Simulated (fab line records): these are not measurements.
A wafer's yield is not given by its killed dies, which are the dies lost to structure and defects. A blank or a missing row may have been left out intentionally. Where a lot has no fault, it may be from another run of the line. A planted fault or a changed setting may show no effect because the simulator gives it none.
A struck lot beside a sound one | flow nand harc | 12 steps out of a route of 1302
Sound: the wafers L923.1, L923.4, L923.5. The struck wafers were L913.2, L913.4, L913.5. The cause is named last.
For every step that has rows: the tool of each side, followed by ch and its chambers, followed by its first start. Under that, the readings that differ: sound wafers | struck wafers | difference of the means | sigmas: that difference in standard deviations of wafers without a fault.
alike: words and numbers the same on both sides, and readings whose means are apart by under 2 such deviations; not compared: readings that were withheld, readings missing a value for some wafer, numbers with overlapping values and no deviation given by the record, and bounds like >300 which may hide the same value.
The two part at a step that has a row with sigmas, a row that says differs or no value, or rows on one side only. When numbers do not overlap yet have no deviation, they are printed without sigmas and do not part them. Lack of a reading on every wafer of one side parts them only where that side has two or more wafers.

NHARC_A_CHANNEL_FILL_D2_CMP_10: polishes, target thk 150 nm.
  sound on cmp-04 ch 0,1, day 21 14:56; struck on cmp-03 ch 0,2, day 17 06:25
  alike: edge zone pressure frac, motor current A, slurry flow ml min, time to endpoint s
after that, 1 step had no rows for these wafers: NHARC_A_CHANNEL_FILL_D2_SRD_12.
NHARC_A_CHANNEL_FILL_D2_RTA_24: time 5 s.
  sound on rtp anneal-02 ch 0, day 21 15:21; struck on rtp anneal-02 ch 0, day 17 07:01
  alike: anneal temp c max, lamp power pct, lamp_zone_2_pct, wafer_temp_C_max
NHARC_A_CHANNEL_FILL_D2_INSPECT_13:
  sound: defect inspect-02 at day 21 15:32; struck: defect inspect-01 at day 17 07:11
  reading          | sound       | struck      | difference | sigmas
  raw defect count | 518 401 732 | 368 277 317 | -230       | -2
NHARC_A_STAIRCASE_DEP_156: deposits SiNx, target thk 50 nm.
  sound on pecvd-04 ch 0,2, day 21 15:37; struck on pecvd-02 ch 0,2, day 17 07:16
  alike: heater power w
then, 5 steps without rows for these wafers: NHARC_A_STAIRCASE_DEHYDRATE_158 (time 120 s); NHARC_A_STAIRCASE_HMDS_159 (time 30 s); NHARC_A_STAIRCASE_COAT_160; NHARC_A_STAIRCASE_SOFTBAKE_161 (time 170 s); NHARC_A_STAIRCASE_EBR_162.
NHARC_A_STAIRCASE_EXPOSE_163: exposes mask STAIR OPEN.
  sound on krf scanner-02 ch 0, day 21 16:05; struck on krf scanner-04, day 17 07:52
  no value came back on the struck wafers for exposure dose mJ cm2, focus offset nm (nm); on the sound wafers exposure dose mJ cm2 reads 19.979 20.013 19.995
  alike: mask
then, 1 step without rows for these wafers: NHARC_A_STAIRCASE_PEB_164 (peb time 130 s).

WHERE THEY PART
First at NHARC_A_CHANNEL_FILL_D2_INSPECT_13; last, within this record, at NHARC_A_STAIRCASE_EXPOSE_163.

WHY: the cause the simulator had injected
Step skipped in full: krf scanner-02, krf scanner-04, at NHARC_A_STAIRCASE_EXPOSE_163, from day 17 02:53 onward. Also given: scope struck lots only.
